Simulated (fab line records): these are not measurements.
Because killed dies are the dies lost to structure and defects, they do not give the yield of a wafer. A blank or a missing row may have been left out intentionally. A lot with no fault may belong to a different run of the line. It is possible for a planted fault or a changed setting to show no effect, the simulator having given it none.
Lot-split experiment -- flow n5 finfet -- 7 lots, 39 wafers read, on a route of 1938 steps

## ON THE SPLIT
At N5_MOL_CONTACT_COAG_ETCHBACK_135 (etches SiO2 in CHF3, target depth 25 nm, time 16.7 s), the setting time s was moved away from the recipe's 16.7 s on 12 of the 39 wafers read, by -41.4% to +55.7%. All remaining wafers had this setting at the recipe value.

## FROM SPLIT TO READING: 1 step shown by the file between the two
- N5_MOL_CONTACT_COAG_STRIP_118: strips in CHF3

## THE READING
SOC_of_MOL_CONTACT_COAG_COAT_75.thk nm (the simulator's own value, which no gauge read), in nm, at N5_MOL_CONTACT_COAG_VIA_ETCH_46 (etches SiO2 in C4F6/O2, target depth 46 nm, overetch 9.2 nm, time 40 s). No usual value for it is given in the file. Average 50.9 nm, standard deviation 0.3 nm, over the 27 wafers here run with the recipe.

wafer,"tool, chamber at the split","time s as run, s",against the recipe,"SOC_of_MOL_CONTACT_COAG_COAT_75.thk nm, nm",against lot-mates on the recipe
L076.1,"rie diel-03, 1",9.784,-41.4%,51.6,+1.1
L076.6,"rie diel-03, 1",9.784,-41.4%,51.6,+1.1
L076.2,"rie diel-03, 3",9.784,-41.4%,51.4,+0.9
L076.3,"rie diel-03, 0,0,3",16.7,recipe,50.6,-
L076.4,"rie diel-03, 0,0,3",16.7,recipe,50.6,-
L076.5,"rie diel-03, 0,0,3",16.7,recipe,50.2,-
L079.1,"rie diel-04, 3,1",16.7,recipe,51,-
L079.5,"rie diel-04, 0",16.7,recipe,51,-
L079.2,"rie diel-04, 1,2,0",22.05,+32.0%,50,-0.9
L079.3,"rie diel-04, 1,2,0",22.05,+32.0%,50.2,-0.7
L079.4,"rie diel-04, 1,2,0",22.05,+32.0%,50.2,-0.7
L079.6,"rie diel-04, 3,1",16.7,recipe,50.8,-
L080.1,"rie diel-03, 1,3",16.7,recipe,50.2,-
L080.3,"rie diel-03, 1,3",16.7,recipe,50.2,-
L080.2,"rie diel-03, 0",24.36,+45.9%,49.2,-1.2
L080.6,"rie diel-03, 3",24.36,+45.9%,49.2,-1.2
L080.4,"rie diel-03, 2",24.36,+45.9%,49.6,-0.8
L080.5,"rie diel-03, 0",16.7,recipe,50.8,-
L082.1,"rie diel-05, 1,3,2,0",16.7,recipe,51.2,-
L082.2,"rie diel-05, 1,3,2,0",16.7,recipe,51.2,-
L082.5,"rie diel-05, 1,3,2,0",16.7,recipe,51.2,-
L082.3,"rie diel-05, 0",16.7,recipe,50.8,-
L082.4,"rie diel-05, 1,3,2,0",16.7,recipe,51,-
L082.6,"rie diel-05, 1",16.7,recipe,51,-
L084.1,"rie diel-03, 0,3",16.7,recipe,50.8,-
L084.5,"rie diel-03, 2",16.7,recipe,51,-
L084.6,"rie diel-03, 0,3",16.7,recipe,50.6,-
L086.1,"rie diel-04, 2,3,1",16.7,recipe,51.2,-
L086.2,"rie diel-04, 1,2",26,+55.7%,49.4,-1.7
L086.3,"rie diel-04, 2,3,1",16.7,recipe,51,-
L086.6,"rie diel-04, 2,3,1",16.7,recipe,51,-
L086.4,"rie diel-04, 3",26,+55.7%,49.6,-1.5
L086.5,"rie diel-04, 1,2",26,+55.7%,49.6,-1.5
L092.1,"rie diel-05, 3",16.7,recipe,51.2,-
L092.6,"rie diel-05, 3",16.7,recipe,51.2,-
L092.2,"rie diel-05, 1,0,1,0",16.7,recipe,51,-
L092.3,"rie diel-05, 1,0,1,0",16.7,recipe,51,-
L092.5,"rie diel-05, 1,0,1,0",16.7,recipe,51,-
L092.4,"rie diel-05, 1,0,1,0",16.7,recipe,50.8,-
The file does not say which wafer passed through which chamber wherever a row lists several chambers: such a row stands for several wafers.

THE FIT
A straight line over all 39 wafers: SOC_of_MOL_CONTACT_COAG_COAT_75.thk nm changes by -0.024 nm for each +1% of time s; r = -0.89; the points scatter about the line by 0.3 nm.
The same after taking each lot's own level away (the mean of its wafers on the recipe; 39 wafers): -0.0257 nm for each +1%; r = -0.97; scatter 0.16 nm.
On that fit, the largest move of time s shifts the reading by 1.4 nm.
Measured against the standard deviation above, the lots' own levels, which go from 50.40 to 51.07 nm, span 2.2 times it.
So the lot-to-lot level changes the slope little: the two slopes agree.
Check: for one of the wafers moved furthest among these (+55.7%), held out of the fit, the line's prediction against its lot-mates is -1.39 nm. Against them it came out at -1.67 nm.

## THE OTHER SPLITS THESE WAFERS WENT THROUGH
Other splits were also applied to these wafers ahead of the reading. Each is held against what the fit with the lots' levels taken away leaves over:
other split on the same wafers,wafers away from the commonest value,r with SOC_of_MOL_CONTACT_COAG_COAT_75.thk nm (lot level and that fit taken away)
N5_ZERO_LAYER_ETCH_18 target depth a,12,-0.14
N5_HKMG_FIN_ALD_71 ald cycles,15,+0.27

## THE WHOLE CHAIN: every reading that the file lists as answering this split, in the file's order
step,what it does,reading,change (the file's fit),r (the file's)
N5_MOL_CONTACT_COAG_ETCHBACK_135,"etches SiO2 in CHF3, target depth 25 nm, time 16.7 s","SOC_of_MOL_CONTACT_COAG_COAT_75.thk nm (the simulator's own value, which no gauge read)",-0.0275 nm for each +1% of the setting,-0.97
N5_MOL_CONTACT_COAG_VIA_ETCH_46,"etches SiO2 in C4F6/O2, target depth 46 nm, overetch 9.2 nm, time 40 s","SOC_of_MOL_CONTACT_COAG_COAT_75.thk nm (the simulator's own value, which no gauge read)",-0.0257 nm for each +1% of the setting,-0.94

## FILE'S OWN FIT
SOC_of_MOL_CONTACT_COAG_COAT_75.thk nm changes by -0.0257 nm for each +1% of time s, r = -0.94.
